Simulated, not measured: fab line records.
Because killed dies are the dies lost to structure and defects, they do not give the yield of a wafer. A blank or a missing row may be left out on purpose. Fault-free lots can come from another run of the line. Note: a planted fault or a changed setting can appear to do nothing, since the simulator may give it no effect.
fab line records || flow nand-harc
record {"lots": 7, "wafers": 21, "last-day": 24}
route steps=1159 shown P_ZERO_WELL@20 END@1159
lots untouched by any fault: they come from a run of this same line in which no faults occurred
start-h: start of the lot's first displayed wafer, in hours after the record's first day || wait-h: time in hours since the lot's previous step || " unchanged from the row above || L1.1+2: a row that stands for several wafers || - either no value or no given start || * or withheld: withheld || < > ~ a bound
route shown NAME@n: names a module that has steps shown in the file, with the first one's number in the route || usual: average and standard deviation across the fault-free wafers || same: alike in all rows || chamber/n: place in a boat || sites: per-site readings || _std_site: the standard deviation of these || _edge_site: outer sites' mean less inner sites' || radius-mm: for every site, how far away it sits from the centre of the wafer || mask NAME#n: copy n || behind: the most recent tool/chamber to have shaped the wafer || hold: cause of the lot's hold/its duration in hours/its outcome || device: names the non-switching transistor (n, p or np) || end of line: the route-end tests of the same wafers || step lacking rows: just its recipe || killed: at the first sort, the dies lost to defects and structure; wafer yield is something else || map: dies across one wafer; x = killed, . = not, _ = none there
set.NAME: setting as actually run; set.NAME@STEP: the setting as run at that earlier step || model.NAME: the simulator's own value behind a step, which no gauge read
lots at selected steps of the route; one table per step, one row per wafer
services: when a tool's chamber went out of use (start-h, in hours from the record's first day, below 0 if earlier), for how many hours, and the reason
## steps
# step NHARC_P_ZERO_WELL_STRIP_15
# recipe {"time-s": 900, "temp-c": 130, "chemistry": "SPM"}
# step NHARC_P_ZERO_WELL_DEHYDRATE_16
# recipe {"temp-c": 150, "time-s": 120}
# step NHARC_P_ZERO_WELL_HMDS_17
# recipe {"time-s": 30}
# step NHARC_P_ZERO_WELL_COAT_18
# recipe {"spin-rpm": "withheld"}
# step NHARC_P_ZERO_WELL_SOFTBAKE_19
# recipe {"temp-c": 122, "time-s": 95}
# step NHARC_P_ZERO_WELL_EBR_20
# step NHARC_P_ZERO_WELL_EXPOSE_21
# recipe {"na": 0.6, "target-cd-nm": 720, "dose-mj": 22.31, "mask-id": "P_NWELL"}
# step NHARC_P_ZERO_WELL_PEB_22
# recipe {"peb-temp-c": 118, "peb-time-s": 85}
# step NHARC_P_ZERO_WELL_DEVELOP_23
# recipe {"time-s": 70}
# step NHARC_P_ZERO_WELL_CD_MEAS_24
# recipe {"target-cd-nm": 720, "landing-energy-ev": 500}
# usual {"cd-nm": "719.8/1.3"}
{"lot.wafer": "L560.4", "tool": "cd-sem-02", "chamber": 0, "start-h": 20.46, "wait-h": "-", "cd-nm": 718.4}
{"lot.wafer": "L560.5", "tool": "cd-sem-02", "chamber": 0, "start-h": 20.46, "wait-h": "-", "cd-nm": 717.8}
{"lot.wafer": "L560.6", "tool": "cd-sem-02", "chamber": 0, "start-h": 20.46, "wait-h": "-", "cd-nm": 717.7}
{"lot.wafer": "L562.2", "tool": "cd-sem-01", "chamber": 0, "start-h": 32.48, "wait-h": "-", "cd-nm": 719.6}
{"lot.wafer": "L562.3", "tool": "cd-sem-01", "chamber": 0, "start-h": 32.48, "wait-h": "-", "cd-nm": 718.9}
{"lot.wafer": "L562.4", "tool": "cd-sem-01", "chamber": 0, "start-h": 32.48, "wait-h": "-", "cd-nm": 719.8}
{"lot.wafer": "L563.1", "tool": "cd-sem-02", "chamber": 0, "start-h": 38.46, "wait-h": "-", "cd-nm": 721.6}
{"lot.wafer": "L563.2", "tool": "cd-sem-02", "chamber": 0, "start-h": 38.46, "wait-h": "-", "cd-nm": 720.8}
{"lot.wafer": "L563.3", "tool": "cd-sem-02", "chamber": 0, "start-h": 38.46, "wait-h": "-", "cd-nm": 720.6}
{"lot.wafer": "L564.4", "tool": "cd-sem-02", "chamber": 0, "start-h": 44.49, "wait-h": "-", "cd-nm": 720.0}
{"lot.wafer": "L564.5", "tool": "cd-sem-02", "chamber": 0, "start-h": 44.49, "wait-h": "-", "cd-nm": 721.3}
{"lot.wafer": "L564.6", "tool": "cd-sem-02", "chamber": 0, "start-h": 44.49, "wait-h": "-", "cd-nm": 719.9}
{"lot.wafer": "L566.2", "tool": "cd-sem-01", "chamber": 0, "start-h": 56.59, "wait-h": "-", "cd-nm": 721.4}
{"lot.wafer": "L566.5", "tool": "cd-sem-01", "chamber": 0, "start-h": 56.59, "wait-h": "-", "cd-nm": 721.4}
{"lot.wafer": "L566.6", "tool": "cd-sem-01", "chamber": 0, "start-h": 56.59, "wait-h": "-", "cd-nm": 721.2}
{"lot.wafer": "L578.4", "tool": "cd-sem-01", "chamber": 0, "start-h": 128.71, "wait-h": "-", "cd-nm": 718.3}
{"lot.wafer": "L578.5", "tool": "cd-sem-01", "chamber": 0, "start-h": 128.71, "wait-h": "-", "cd-nm": 719.2}
{"lot.wafer": "L578.6", "tool": "cd-sem-01", "chamber": 0, "start-h": 128.71, "wait-h": "-", "cd-nm": 721.6}
{"lot.wafer": "L581.1", "tool": "cd-sem-02", "chamber": 0, "start-h": 146.57, "wait-h": "-", "cd-nm": 719.2}
{"lot.wafer": "L581.3", "tool": "cd-sem-02", "chamber": 0, "start-h": 146.57, "wait-h": "-", "cd-nm": 720.3}
{"lot.wafer": "L581.4", "tool": "cd-sem-02", "chamber": 0, "start-h": 146.57, "wait-h": "-", "cd-nm": 720.3}
# step NHARC_P_ZERO_WELL_HARDBAKE_25
# recipe {"temp-c": 125, "time-s": 80}
# step NHARC_P_ZERO_WELL_DESCUM_26
# recipe {"time-s": 3, "o2-flow-sccm": 200, "ar-flow-sccm": 0, "bias-power-w": 0, "chemistry": "O2"}
# usual {"drypump-motor-current-A": "5.8/0.35", "oes-product-au": "0.999/0.0076", "rf-vpp-V": "58.0/0.93", "showerhead-plenum-p-Torr": "1.95/0.083", "throttle-valve-pct": "11.311/0.0087"}
{"lot.wafer": "L560.4", "tool": "rie-diel-07", "chamber": 0, "start-h": 20.61, "wait-h": "-", "drypump-motor-current-A": 5.8, "oes-product-au": 1.013, "rf-hours-counter-h": 9, "rf-vpp-V": 57.7, "showerhead-plenum-p-Torr": 2.01, "throttle-valve-pct": 11.318}
{"lot.wafer": "L560.5", "tool": "rie-diel-07", "chamber": 0, "start-h": 20.61, "wait-h": "-", "drypump-motor-current-A": 5.8, "oes-product-au": 1.009, "rf-hours-counter-h": "-", "rf-vpp-V": 58.1, "showerhead-plenum-p-Torr": 2.01, "throttle-valve-pct": 11.304}
{"lot.wafer": "L560.6", "tool": "rie-diel-07", "chamber": 1, "start-h": 20.61, "wait-h": "-", "drypump-motor-current-A": 5.9, "oes-product-au": 0.996, "rf-hours-counter-h": "-", "rf-vpp-V": 55.8, "showerhead-plenum-p-Torr": 1.85, "throttle-valve-pct": 11.310}
{"lot.wafer": "L562.2", "tool": "rie-diel-07", "chamber": 2, "start-h": 32.66, "wait-h": "-", "drypump-motor-current-A": 5.5, "oes-product-au": 1.003, "rf-hours-counter-h": 10, "rf-vpp-V": 56.5, "showerhead-plenum-p-Torr": 1.93, "throttle-valve-pct": 11.309}
{"lot.wafer": "L562.4", "tool": "rie-diel-07", "chamber": 3, "start-h": 32.66, "wait-h": "-", "drypump-motor-current-A": 6.2, "oes-product-au": 0.994, "rf-hours-counter-h": 10, "rf-vpp-V": 57.8, "showerhead-plenum-p-Torr": 2.01, "throttle-valve-pct": 11.313}
{"lot.wafer": "L562.3", "tool": "rie-diel-07", "chamber": 0, "start-h": 32.66, "wait-h": "-", "drypump-motor-current-A": 5.8, "oes-product-au": 0.991, "rf-hours-counter-h": 9, "rf-vpp-V": 58.1, "showerhead-plenum-p-Torr": 2.01, "throttle-valve-pct": 11.310}
{"lot.wafer": "L563.3", "tool": "rie-diel-12", "chamber": 0, "start-h": 38.62, "wait-h": "-", "drypump-motor-current-A": 5.7, "oes-product-au": 0.998, "rf-hours-counter-h": 0, "rf-vpp-V": 59.2, "showerhead-plenum-p-Torr": 2.07, "throttle-valve-pct": 11.306}
{"lot.wafer": "L563.1", "tool": "rie-diel-12", "chamber": 2, "start-h": 38.62, "wait-h": "-", "drypump-motor-current-A": 5.8, "oes-product-au": 1.001, "rf-hours-counter-h": 0, "rf-vpp-V": 58.5, "showerhead-plenum-p-Torr": 2.02, "throttle-valve-pct": 11.303}
{"lot.wafer": "L563.2", "tool": "rie-diel-12", "chamber": 3, "start-h": 38.62, "wait-h": "-", "drypump-motor-current-A": 4.9, "oes-product-au": 1.016, "rf-hours-counter-h": 0, "rf-vpp-V": 57.7, "showerhead-plenum-p-Torr": 1.98, "throttle-valve-pct": 11.306}
{"lot.wafer": "L564.4", "tool": "rie-diel-12", "chamber": 0, "start-h": 44.64, "wait-h": "-", "drypump-motor-current-A": 5.7, "oes-product-au": 0.995, "rf-hours-counter-h": 1, "rf-vpp-V": 58.6, "showerhead-plenum-p-Torr": 2.07, "throttle-valve-pct": 11.306}
{"lot.wafer": "L564.6", "tool": "rie-diel-12", "chamber": 0, "start-h": 44.64, "wait-h": "-", "drypump-motor-current-A": 5.7, "oes-product-au": 0.998, "rf-hours-counter-h": "-", "rf-vpp-V": 58.5, "showerhead-plenum-p-Torr": 2.07, "throttle-valve-pct": 11.321}
{"lot.wafer": "L564.5", "tool": "rie-diel-12", "chamber": 1, "start-h": 44.64, "wait-h": "-", "drypump-motor-current-A": 5.4, "oes-product-au": 1.000, "rf-hours-counter-h": "-", "rf-vpp-V": 59.1, "showerhead-plenum-p-Torr": 1.97, "throttle-valve-pct": 11.309}
{"lot.wafer": "L566.2", "tool": "rie-diel-11", "chamber": 1, "start-h": 56.75, "wait-h": "-", "drypump-motor-current-A": 5.6, "oes-product-au": 0.996, "rf-hours-counter-h": 2, "rf-vpp-V": 56.7, "showerhead-plenum-p-Torr": 1.96, "throttle-valve-pct": 11.297}
{"lot.wafer": "L566.5", "tool": "rie-diel-11", "chamber": 1, "start-h": 56.75, "wait-h": "-", "drypump-motor-current-A": 5.6, "oes-product-au": 1.006, "rf-hours-counter-h": "-", "rf-vpp-V": 56.9, "showerhead-plenum-p-Torr": 1.96, "throttle-valve-pct": 11.313}
{"lot.wafer": "L566.6", "tool": "rie-diel-11", "chamber": 2, "start-h": 56.75, "wait-h": "-", "drypump-motor-current-A": 6.4, "oes-product-au": 1.002, "rf-hours-counter-h": "-", "rf-vpp-V": 56.0, "showerhead-plenum-p-Torr": 1.79, "throttle-valve-pct": 11.324}
{"lot.wafer": "L578.4", "tool": "rie-diel-12", "chamber": 0, "start-h": 128.94, "wait-h": "-", "drypump-motor-current-A": 5.7, "oes-product-au": 0.990, "rf-hours-counter-h": "-", "rf-vpp-V": 59.2, "showerhead-plenum-p-Torr": 2.06, "throttle-valve-pct": 11.315}
{"lot.wafer": "L578.6", "tool": "rie-diel-12", "chamber": 2, "start-h": 128.94, "wait-h": "-", "drypump-motor-current-A": 5.8, "oes-product-au": 1.002, "rf-hours-counter-h": "-", "rf-vpp-V": 58.3, "showerhead-plenum-p-Torr": 2.02, "throttle-valve-pct": 11.315}
{"lot.wafer": "L578.5", "tool": "rie-diel-12", "chamber": 0, "start-h": 128.94, "wait-h": "-", "drypump-motor-current-A": 5.6, "oes-product-au": 1.012, "rf-hours-counter-h": "-", "rf-vpp-V": 57.8, "showerhead-plenum-p-Torr": 2.06, "throttle-valve-pct": 11.316}
{"lot.wafer": "L581.3", "tool": "rie-diel-11", "chamber": 2, "start-h": 146.73, "wait-h": "-", "drypump-motor-current-A": 6.4, "oes-product-au": 1.003, "rf-hours-counter-h": 8, "rf-vpp-V": 57.1, "showerhead-plenum-p-Torr": 1.79, "throttle-valve-pct": 11.300}
{"lot.wafer": "L581.4", "tool": "rie-diel-11", "chamber": 3, "start-h": 146.73, "wait-h": "-", "drypump-motor-current-A": 5.7, "oes-product-au": 1.007, "rf-hours-counter-h": 8, "rf-vpp-V": 58.6, "showerhead-plenum-p-Torr": 1.98, "throttle-valve-pct": 11.325}
{"lot.wafer": "L581.1", "tool": "rie-diel-11", "chamber": 1, "start-h": 146.73, "wait-h": "-", "drypump-motor-current-A": 5.6, "oes-product-au": 0.997, "rf-hours-counter-h": 8, "rf-vpp-V": 58.6, "showerhead-plenum-p-Torr": 1.96, "throttle-valve-pct": 11.298}
# step NHARC_P_ZERO_WELL_IMPLANT_27
# recipe {"energy-kev": 600, "dose-cm2": 1e+13, "tilt-deg": 7}
# usual {"dose-ions-cm2": "1e+13/1.1e+10", "tilt-deg": "7.000/0.018"}
{"lot.wafer": "L560.4", "tool": "implanter-01", "chamber": 0, "start-h": 20.86, "wait-h": 0.2, "dose-ions-cm2": 9.984e+12, "tilt-deg": 6.999}
{"lot.wafer": "L560.5", "tool": "implanter-01", "chamber": 0, "start-h": 20.86, "wait-h": 0.2, "dose-ions-cm2": 9.995e+12, "tilt-deg": 7.039}
{"lot.wafer": "L560.6", "tool": "implanter-01", "chamber": 0, "start-h": 20.86, "wait-h": 0.2, "dose-ions-cm2": 9.986e+12, "tilt-deg": 7.024}
{"lot.wafer": "L562.2", "tool": "implanter-01", "chamber": 0, "start-h": 32.82, "wait-h": 0.2, "dose-ions-cm2": 9.987e+12, "tilt-deg": 7.007}
{"lot.wafer": "L562.3", "tool": "implanter-01", "chamber": 0, "start-h": 32.82, "wait-h": 0.2, "dose-ions-cm2": 9.974e+12, "tilt-deg": 6.982}
{"lot.wafer": "L562.4", "tool": "implanter-01", "chamber": 0, "start-h": 32.82, "wait-h": 0.2, "dose-ions-cm2": 9.996e+12, "tilt-deg": 7.021}
{"lot.wafer": "L562.2", "tool": "implanter-01", "chamber": 0, "start-h": 33.55, "wait-h": 0.7, "dose-ions-cm2": 1.0009e+13, "tilt-deg": 6.991}
{"lot.wafer": "L562.3", "tool": "implanter-01", "chamber": 0, "start-h": 33.55, "wait-h": 0.7, "dose-ions-cm2": 1.0009e+13, "tilt-deg": 6.990}
{"lot.wafer": "L562.4", "tool": "implanter-01", "chamber": 0, "start-h": 33.55, "wait-h": 0.7, "dose-ions-cm2": 9.998e+12, "tilt-deg": 6.982}
{"lot.wafer": "L563.1", "tool": "implanter-02", "chamber": 0, "start-h": 38.76, "wait-h": 0.1, "dose-ions-cm2": 1.0001e+13, "tilt-deg": 7.025}
{"lot.wafer": "L563.2", "tool": "implanter-02", "chamber": 0, "start-h": 38.76, "wait-h": 0.1, "dose-ions-cm2": 1.0001e+13, "tilt-deg": 7.003}
{"lot.wafer": "L563.3", "tool": "implanter-02", "chamber": 0, "start-h": 38.76, "wait-h": 0.1, "dose-ions-cm2": 9.994e+12, "tilt-deg": 7.010}
{"lot.wafer": "L563.1", "tool": "implanter-02", "chamber": 0, "start-h": 39.18, "wait-h": 0.4, "dose-ions-cm2": 1.0008e+13, "tilt-deg": 6.991}
{"lot.wafer": "L563.2", "tool": "implanter-02", "chamber": 0, "start-h": 39.18, "wait-h": 0.4, "dose-ions-cm2": 9.987e+12, "tilt-deg": 6.990}
{"lot.wafer": "L563.3", "tool": "implanter-02", "chamber": 0, "start-h": 39.18, "wait-h": 0.4, "dose-ions-cm2": 9.991e+12, "tilt-deg": 6.992}
{"lot.wafer": "L564.4", "tool": "implanter-01", "chamber": 0, "start-h": 44.88, "wait-h": 0.2, "dose-ions-cm2": 9.987e+12, "tilt-deg": 6.981}
{"lot.wafer": "L564.5", "tool": "implanter-01", "chamber": 0, "start-h": 44.88, "wait-h": 0.2, "dose-ions-cm2": 9.986e+12, "tilt-deg": 6.980}
{"lot.wafer": "L564.6", "tool": "implanter-01", "chamber": 0, "start-h": 44.88, "wait-h": 0.2, "dose-ions-cm2": 9.997e+12, "tilt-deg": 6.975}
{"lot.wafer": "L566.2", "tool": "implanter-01", "chamber": 0, "start-h": 56.93, "wait-h": 0.2, "dose-ions-cm2": 1e+13, "tilt-deg": 7.003}
{"lot.wafer": "L566.5", "tool": "implanter-01", "chamber": 0, "start-h": 56.93, "wait-h": 0.2, "dose-ions-cm2": 9.991e+12, "tilt-deg": 7.027}
{"lot.wafer": "L566.6", "tool": "implanter-01", "chamber": 0, "start-h": 56.93, "wait-h": 0.2, "dose-ions-cm2": 9.988e+12, "tilt-deg": 7.032}
{"lot.wafer": "L566.2", "tool": "implanter-01", "chamber": 0, "start-h": 57.35, "wait-h": 0.4, "dose-ions-cm2": 9.99e+12, "tilt-deg": 6.986}
{"lot.wafer": "L566.5", "tool": "implanter-01", "chamber": 0, "start-h": 57.35, "wait-h": 0.4, "dose-ions-cm2": 1.0005e+13, "tilt-deg": 6.993}
{"lot.wafer": "L566.6", "tool": "implanter-01", "chamber": 0, "start-h": 57.35, "wait-h": 0.4, "dose-ions-cm2": 9.999e+12, "tilt-deg": 7.006}
{"lot.wafer": "L578.4", "tool": "implanter-01", "chamber": 0, "start-h": 129.18, "wait-h": 0.2, "dose-ions-cm2": 1.0006e+13, "tilt-deg": 6.983}
{"lot.wafer": "L578.5", "tool": "implanter-01", "chamber": 0, "start-h": 129.18, "wait-h": 0.2, "dose-ions-cm2": 1.0003e+13, "tilt-deg": 7.004}
{"lot.wafer": "L578.6", "tool": "implanter-01", "chamber": 0, "start-h": 129.18, "wait-h": 0.2, "dose-ions-cm2": 1.002e+13, "tilt-deg": 6.963}
{"lot.wafer": "L581.1", "tool": "implanter-01", "chamber": 0, "start-h": 146.88, "wait-h": 0.1, "dose-ions-cm2": 9.995e+12, "tilt-deg": 7.010}
{"lot.wafer": "L581.3", "tool": "implanter-01", "chamber": 0, "start-h": 146.88, "wait-h": 0.1, "dose-ions-cm2": 1.0009e+13, "tilt-deg": 7.029}
{"lot.wafer": "L581.4", "tool": "implanter-01", "chamber": 0, "start-h": 146.88, "wait-h": 0.1, "dose-ions-cm2": 9.994e+12, "tilt-deg": 7.019}
# step NHARC_P_ZERO_WELL_IMPLANT_57
# recipe {"energy-kev": 250, "dose-cm2": 4e+12, "tilt-deg": 7}
# step NHARC_END_SORT_01
# recipe {"temp-c": 25}
# usual {"killed-at-array": "27/9.8", "killed-at-other": "0.6/0.83", "killed-at-periphery": "3.5/2.4", "killed-dies": "31/9.6", "killed-open": "3.1/1.9", "killed-short": "2.0/1.5"}
# same {"gross-dies": 677}
{"lot.wafer": "L560.4", "tool": "prober-02", "chamber": 0, "start-h": 468.94, "wait-h": 3.5, "killed-at-array": 18, "killed-at-other": 1, "killed-at-periphery": 6, "killed-dies": 25, "killed-open": 4, "killed-short": 1}
{"lot.wafer": "L560.5", "tool": "prober-02", "chamber": 0, "start-h": 469.76, "wait-h": 3.8, "killed-at-array": 25, "killed-at-other": 1, "killed-at-periphery": 1, "killed-dies": 27, "killed-open": 1, "killed-short": 3}
{"lot.wafer": "L560.6", "tool": "prober-02", "chamber": 0, "start-h": 470.58, "wait-h": 4.1, "killed-at-array": 22, "killed-at-other": 0, "killed-at-periphery": 6, "killed-dies": 28, "killed-open": 3, "killed-short": 2}
{"lot.wafer": "L562.2", "tool": "prober-02", "chamber": 0, "start-h": 475.25, "wait-h": 2.8, "killed-at-array": 32, "killed-at-other": 2, "killed-at-periphery": 2, "killed-dies": 36, "killed-open": 4, "killed-short": 2}
{"lot.wafer": "L562.3", "tool": "prober-02", "chamber": 0, "start-h": 476.05, "wait-h": 3.1, "killed-at-array": 29, "killed-at-other": 2, "killed-at-periphery": 1, "killed-dies": 32, "killed-open": 1, "killed-short": 1}
{"lot.wafer": "L562.4", "tool": "prober-02", "chamber": 0, "start-h": 476.86, "wait-h": 3.4, "killed-at-array": 28, "killed-at-other": 3, "killed-at-periphery": 3, "killed-dies": 34, "killed-open": 0, "killed-short": 2}
{"lot.wafer": "L564.4", "tool": "prober-02", "chamber": 0, "start-h": 484.64, "wait-h": 3.4, "killed-at-array": 35, "killed-at-other": 0, "killed-at-periphery": 4, "killed-dies": 39, "killed-open": 2, "killed-short": 1}
{"lot.wafer": "L564.5", "tool": "prober-02", "chamber": 0, "start-h": 485.44, "wait-h": 3.7, "killed-at-array": 30, "killed-at-other": 1, "killed-at-periphery": 2, "killed-dies": 33, "killed-open": 1, "killed-short": 1}
{"lot.wafer": "L564.6", "tool": "prober-02", "chamber": 0, "start-h": 486.24, "wait-h": 4.0, "killed-at-array": 32, "killed-at-other": 0, "killed-at-periphery": 6, "killed-dies": 38, "killed-open": 4, "killed-short": 3}
{"lot.wafer": "L566.2", "tool": "prober-02", "chamber": 0, "start-h": 490.86, "wait-h": 2.8, "killed-at-array": 33, "killed-at-other": 2, "killed-at-periphery": 7, "killed-dies": 42, "killed-open": 8, "killed-short": 3}
{"lot.wafer": "L566.5", "tool": "prober-02", "chamber": 0, "start-h": 493.25, "wait-h": 3.7, "killed-at-array": 40, "killed-at-other": 1, "killed-at-periphery": 2, "killed-dies": 43, "killed-open": 1, "killed-short": 1}
{"lot.wafer": "L566.6", "tool": "prober-02", "chamber": 0, "start-h": 494.05, "wait-h": 4.0, "killed-at-array": 35, "killed-at-other": 0, "killed-at-periphery": 1, "killed-dies": 36, "killed-open": 3, "killed-short": 1}
{"lot.wafer": "L578.4", "tool": "prober-02", "chamber": 0, "start-h": 561.97, "wait-h": 3.4, "killed-at-array": 14, "killed-at-other": 1, "killed-at-periphery": 2, "killed-dies": 17, "killed-open": 3, "killed-short": 0}
{"lot.wafer": "L578.5", "tool": "prober-02", "chamber": 0, "start-h": 562.78, "wait-h": 3.7, "killed-at-array": 26, "killed-at-other": 0, "killed-at-periphery": 1, "killed-dies": 27, "killed-open": 2, "killed-short": 5}
{"lot.wafer": "L578.6", "tool": "prober-02", "chamber": 0, "start-h": 563.58, "wait-h": 4.0, "killed-at-array": 20, "killed-at-other": 0, "killed-at-periphery": 4, "killed-dies": 24, "killed-open": 3, "killed-short": 2}
# killed by level:class
L560.4 A_SLIT:chamber-film-flake=6 A_WL_FILL:chamber-film-flake=5 P_ZERO_WELL:chamber-film-flake=3 A_CHANNEL_HOLE_D1:chamber-film-flake=2 A_STAIRCASE:chamber-film-flake=2 P_STI:geometric-particle:open=1 P_M0:geometric-particle:open=1 A_ONON_D1:geometric-particle:short=1
L560.5 A_STAIRCASE:chamber-film-flake=8 A_CHANNEL_HOLE_D1:chamber-film-flake=4 A_WL_FILL:chamber-film-flake=3 A_CONTACT:chamber-film-flake=3 A_ONON_D1:geometric-particle:short=2 A_SLIT:chamber-film-flake=2 A_SGD_CUT:geometric-particle:short=1 A_WL_FILL:geometric-particle:open=1
L560.6 A_SLIT:chamber-film-flake=8 A_STAIRCASE:chamber-film-flake=5 A_ZERO_WELL:chamber-film-flake=3 P_GATE:geometric-particle:open=2 P_ZERO_WELL:chamber-film-flake=2 P_GATE:chamber-film-flake=2 A_CONTACT:chamber-film-flake=2 A_CHANNEL_FILL_D1:geometric-particle:short=1
L562.2 A_CHANNEL_HOLE_D1:chamber-film-flake=14 A_SLIT:chamber-film-flake=5 A_STAIRCASE:chamber-film-flake=4 A_WL_FILL:chamber-film-flake=2 A_CONTACT:chamber-film-flake=2 THIN_TSV:chamber-film-flake=2 P_CONTACT:geometric-particle:open=1 A_SOURCE_PLATE:geometric-particle:short=1
L562.3 A_CHANNEL_HOLE_D1:chamber-film-flake=16 A_STAIRCASE:chamber-film-flake=4 A_WL_FILL:chamber-film-flake=3 A_SLIT:chamber-film-flake=2 A_CONTACT:chamber-film-flake=2 THIN_TSV:chamber-film-flake=2 A_CHANNEL_FILL_D1:geometric-particle:open=1 A_CONTACT:geometric-particle:short=1
L562.4 A_CHANNEL_HOLE_D1:chamber-film-flake=9 A_SLIT:chamber-film-flake=8 A_STAIRCASE:chamber-film-flake=5 THIN_TSV:chamber-film-flake=3 P_STI:chamber-film-flake=2 A_WL_FILL:chamber-film-flake=2 A_CONTACT:chamber-film-flake=2 A_CHANNEL_FILL_D1:geometric-particle:short=1
L564.4 A_CHANNEL_HOLE_D1:chamber-film-flake=15 A_STAIRCASE:chamber-film-flake=11 A_SLIT:chamber-film-flake=4 P_ZERO_WELL:chamber-film-flake=3 A_ZERO_WELL:chamber-film-flake=2 P_M1:geometric-particle:open=1 A_SGD_CUT:geometric-particle:short=1 A_CONTACT:geometric-particle:open=1
L564.5 A_CHANNEL_HOLE_D1:chamber-film-flake=17 A_SLIT:chamber-film-flake=6 A_STAIRCASE:chamber-film-flake=5 P_CONTACT:geometric-particle:short=1 P_ZERO_WELL:chamber-film-flake=1 STARTING-WAFER:geometric-particle:open=1 A_CHANNEL_FILL_D1:chamber-film-flake=1 A_CONTACT:chamber-film-flake=1
L564.6 A_SLIT:chamber-film-flake=11 A_STAIRCASE:chamber-film-flake=9 A_CHANNEL_HOLE_D1:chamber-film-flake=9 P_ZERO_WELL:chamber-film-flake=2 P_STI:geometric-particle:open=1 P_GATE:geometric-particle:open=1 P_CONTACT:geometric-particle:open=1 P_M0:geometric-particle:short=1
L566.2 A_CHANNEL_HOLE_D1:chamber-film-flake=19 A_STAIRCASE:chamber-film-flake=5 P_M0:chamber-film-flake=3 P_M0:geometric-particle:open=2 A_CHANNEL_FILL_D1:geometric-particle:short=2 A_SGD_CUT:geometric-particle:open=2 A_CONTACT:chamber-film-flake=2 THIN_TSV:chamber-film-flake=2
L566.5 A_CHANNEL_HOLE_D1:chamber-film-flake=24 A_STAIRCASE:chamber-film-flake=7 A_BLC:chamber-film-flake=3 A_CONTACT:chamber-film-flake=2 A_CHANNEL_FILL_D1:geometric-particle:open=1 A_CHANNEL_FILL_D1:geometric-particle:short=1 P_ZERO_WELL:chamber-film-flake=1 P_M0:chamber-film-flake=1
L566.6 A_CHANNEL_HOLE_D1:chamber-film-flake=17 A_STAIRCASE:chamber-film-flake=6 A_CONTACT:chamber-film-flake=4 A_BLC:chamber-film-flake=2 A_ONON_D1:geometric-particle:short=1 A_CHANNEL_FILL_D1:geometric-particle:open=1 A_SGD_CUT:geometric-particle:open=1 A_WL_FILL:geometric-particle:open=1
L578.4 A_SLIT:chamber-film-flake=8 A_CONTACT:geometric-particle:open=2 A_CHANNEL_HOLE_D1:chamber-film-flake=2 A_CONTACT:chamber-film-flake=2 P_STI:chamber-film-flake=1 P_M1:chamber-film-flake=1 STARTING-WAFER:geometric-particle:open=1
L578.5 A_SLIT:chamber-film-flake=17 A_ONON_D1:geometric-particle:short=3 A_CHANNEL_HOLE_D1:chamber-film-flake=2 A_SOURCE_PLATE:geometric-particle:open=1 A_CHANNEL_FILL_D1:geometric-particle:short=1 A_WL_FILL:geometric-particle:open=1 A_CONTACT:geometric-particle:short=1 P_M2:chamber-film-flake=1
L578.6 A_SLIT:chamber-film-flake=6 A_CHANNEL_HOLE_D1:chamber-film-flake=5 A_CONTACT:chamber-film-flake=4 P_M1:chamber-film-flake=2 P_M0:geometric-particle:short=1 A_ONON_D1:geometric-particle:short=1 A_ONON_D1:geometric-particle:open=1 A_CHANNEL_FILL_D1:geometric-particle:open=1
## services
{"tool": "rie-diel-12", "chamber": 0, "start-h": 4.46, "hours": "-", "kind": "clean"}
{"tool": "rie-diel-12", "chamber": 1, "start-h": 4.46, "hours": "-", "kind": "clean"}
{"tool": "rie-diel-12", "chamber": 2, "start-h": 4.46, "hours": "-", "kind": "clean"}
{"tool": "rie-diel-12", "chamber": 3, "start-h": 4.46, "hours": "-", "kind": "clean"}
{"tool": "rie-diel-11", "chamber": "-", "start-h": 12.50, "hours": 9.0, "kind": "pm"}
{"tool": "rie-diel-12", "chamber": "-", "start-h": 25.40, "hours": 9.0, "kind": "pm"}
{"tool": "rie-diel-12", "chamber": 0, "start-h": 25.40, "hours": 9.0, "kind": "vent-cycle"}
{"tool": "rie-diel-12", "chamber": 1, "start-h": 25.40, "hours": 9.0, "kind": "vent-cycle"}
{"tool": "rie-diel-12", "chamber": 2, "start-h": 25.40, "hours": 9.0, "kind": "vent-cycle"}
{"tool": "rie-diel-12", "chamber": 3, "start-h": 25.40, "hours": 9.0, "kind": "vent-cycle"}
{"tool": "rie-diel-12", "chamber": 0, "start-h": 34.40, "hours": "-", "kind": "clean"}
{"tool": "rie-diel-12", "chamber": 1, "start-h": 34.40, "hours": "-", "kind": "clean"}
{"tool": "rie-diel-12", "chamber": 2, "start-h": 34.40, "hours": "-", "kind": "clean"}
{"tool": "rie-diel-12", "chamber": 3, "start-h": 34.40, "hours": "-", "kind": "clean"}
{"tool": "implanter-02", "chamber": "-", "start-h": 47.09, "hours": 1.1, "kind": "repair"}
{"tool": "rie-diel-07", "chamber": "-", "start-h": 51.26, "hours": 9.0, "kind": "pm"}
{"tool": "rie-diel-12", "chamber": 0, "start-h": 58.90, "hours": "-", "kind": "clean"}
{"tool": "rie-diel-12", "chamber": 1, "start-h": 58.90, "hours": "-", "kind": "clean"}
{"tool": "implanter-02", "chamber": "-", "start-h": 85.00, "hours": 13.0, "kind": "pm"}
{"tool": "rie-diel-11", "chamber": 0, "start-h": 91.25, "hours": 3.7, "kind": "repair"}
{"tool": "rie-diel-12", "chamber": 2, "start-h": 96.04, "hours": 3.3, "kind": "repair"}
{"tool": "rie-diel-12", "chamber": 1, "start-h": 117.41, "hours": 19.6, "kind": "repair"}
{"tool": "rie-diel-12", "chamber": 3, "start-h": 124.57, "hours": 32.5, "kind": "repair"}
{"tool": "rie-diel-12", "chamber": "-", "start-h": 132.07, "hours": 0.2, "kind": "repair"}
## key
first-sign {"step": "NHARC_P_ZERO_WELL_IMPLANT_27", "reading": "visit", "direction": "added"}
effect none on later readings
met-at NHARC_P_ZERO_WELL_IMPLANT_27
struck-wafers L562.2,L562.3,L562.4,L563.1,L563.2,L563.3,L566.2,L566.5,L566.6
tester-left-out L562,L563,L566
fault {"kind": "repeated-step-whole", "tool": "implanter-01,implanter-02", "chamber": "-", "onset-h": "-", "steps": "NHARC_P_ZERO_WELL_IMPLANT_27", "times": 1, "scope": "struck-lots-only"}
# tester-left-out: of these lots the tester's yield and bins aren't shown, on N5 and GAA mostly nor the transistor test; their killed dies are dies lost to structure and defects alone, not to doping, threshold or leakage, so they don't give the yield
